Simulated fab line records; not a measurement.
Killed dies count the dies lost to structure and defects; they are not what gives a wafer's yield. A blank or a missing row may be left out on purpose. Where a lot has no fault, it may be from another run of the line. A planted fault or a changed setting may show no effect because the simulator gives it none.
Which of the tools did it? | flow nandHarc | 6 lots, 18 wafers sampled, at 3 steps of a route of 1302

WHAT THE GAUGES SHOWED, per wafer
NHARC_A_ONON_D1_THK_MEAS_08: measures by ellipsometry.
lot  | measured     | on           | thkNm (nm)
L861 | day 8 03:34  | filmMetro-02 | 1019 1020 1021
L867 | day 10 10:39 | filmMetro-01 | 998 1001 999
L869 | day 11 15:31 | filmMetro-02 | 1015 1015 1015
L871 | day 12 18:31 | filmMetro-02 | 1002 1002 1003
L879 | day 15 18:21 | filmMetro-01 | 1548 1547 1548
L883 | day 17 09:28 | filmMetro-02 | 992 992 992

WHAT TOOL EACH LOT RAN ON (gives the tool, then ch and the chambers of the sampled wafers, and finally the start)
lot  | NHARC_A_ZERO_WELL_RTA_16        | NHARC_A_ONON_D1_DEP_06
L861 | rtpAnneal-02 ch 0, day 7 06:19  | pecvdOnon-04 ch 0, day 8 03:03
L867 | rtpAnneal-02 ch 0, day 9 15:24  | pecvdOnon-03 ch 0, day 10 10:09
L869 | rtpAnneal-02 ch 0, day 10 16:42 | pecvdOnon-01 ch 0, day 11 15:01
L871 | rtpAnneal-02 ch 0, day 11 18:23 | pecvdOnon-03 ch 0, day 12 18:08
L879 | rtpAnneal-01 ch 0, day 14 20:31 | pecvdOnon-04 ch 0, day 15 17:50
L883 | rtpAnneal-02 ch 0, day 16 12:01 | pecvdOnon-01 ch 0, day 17 08:57
- NHARC_A_ZERO_WELL_RTA_16: time 10 s.
- NHARC_A_ONON_D1_DEP_06: target thk 1000 nm.

THE ANSWER, worked out from the rows above alone
Rule: usual is defined by the lots themselves. Put in order of their means at a reading, lots are off if they are a third of the lots or fewer, leave a main group of 4 or more, and stand apart from it by a gap of 3 or more times the standard deviation of the main group's means; of several such gaps the widest counts. Not used: any main group whose means are identical at the precision the tables above print for the reading. A lot without any number at a reading at which 4 lots or more have one is off too. Any other lot the step has rows for is counted as sound.
Off: L879, at NHARC_A_ONON_D1_THK_MEAS_08 (thkNm). Mean 1006 nm and standard deviation 10 in the main group.
If a tool, at a process step before that reading, ran all the lots that are off and no sound lot after the first of them, it fits. Those tools and the gauges at NHARC_A_ONON_D1_THK_MEAS_08 are tried in the same way. Can't be told from this: 3 tools fit, rtpAnneal-01 at NHARC_A_ZERO_WELL_RTA_16, pecvdOnon-04 at NHARC_A_ONON_D1_DEP_06, filmMetro-01 at NHARC_A_ONON_D1_THK_MEAS_08.

WHAT THE SIMULATOR HAD INSERTED
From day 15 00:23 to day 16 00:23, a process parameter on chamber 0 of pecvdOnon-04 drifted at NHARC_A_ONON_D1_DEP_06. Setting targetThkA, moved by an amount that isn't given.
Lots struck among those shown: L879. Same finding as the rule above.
